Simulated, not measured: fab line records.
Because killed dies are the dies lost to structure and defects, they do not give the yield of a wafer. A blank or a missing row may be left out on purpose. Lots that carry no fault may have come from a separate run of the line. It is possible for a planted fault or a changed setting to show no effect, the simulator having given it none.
Chamber matching -- flow n5_finfet -- 3 sister chambers for N5_FIN_SAQP_PECVD_06 on pecvd-03
The step deposits a-Si from SiH4/He, target thk 60 nm, time 48.1 s. 3 wafers are shown with their chamber, then 10 later ones without.

== WAFERS, EACH WITH ITS CHAMBER ==
wafer,chamber,showerhead_plenum_p_Torr (Torr)
L087.2,1,5.57
L087.6,2,5.65
L088.5,0,5.66

== WAFERS WHOSE CHAMBER IS MISSING ==
wafer,showerhead_plenum_p_Torr (Torr)
L088.6,5.58
L090.3,5.64
L090.5,5.56
L090.6,5.65
L094.1,5.65
L094.5,5.68
L094.6,5.64
L096.3,5.67
L096.4,5.66
L096.6,5.58

== WHICH CHAMBER EACH ONE RAN IN ==
wafer,from the rows above,in truth
L088.6,1,1
L090.3,can't be placed: 2 or 0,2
L090.5,1,1
L090.6,can't be placed: 2 or 0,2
L094.1,can't be placed: 2 or 0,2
L094.5,can't be placed: 0 or 2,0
L094.6,can't be placed: 2 or 0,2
L096.3,can't be placed: 0 or 2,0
L096.4,can't be placed: 0 or 2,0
L096.6,1,1
Correct placement for 3 of the 10. Unplaceable from these rows: 7, with the true chamber sitting among the candidates in 7. 0 placed wrongly.
How it was worked out, from the rows above alone: a wafer's distance from a chamber is the root of the sum, over the readings, of the square of ((its reading less the chamber's mean) divided by the reading's scatter). The wafer belongs to the nearest chamber; if the next one is less than 2 further off, it can't be placed. For every chamber, the mean is computed from those of its wafers that are shown. The scatter (one wafer shown for each chamber): square how far every hidden wafer sits from the nearest shown wafer, average those squares and take the square root.
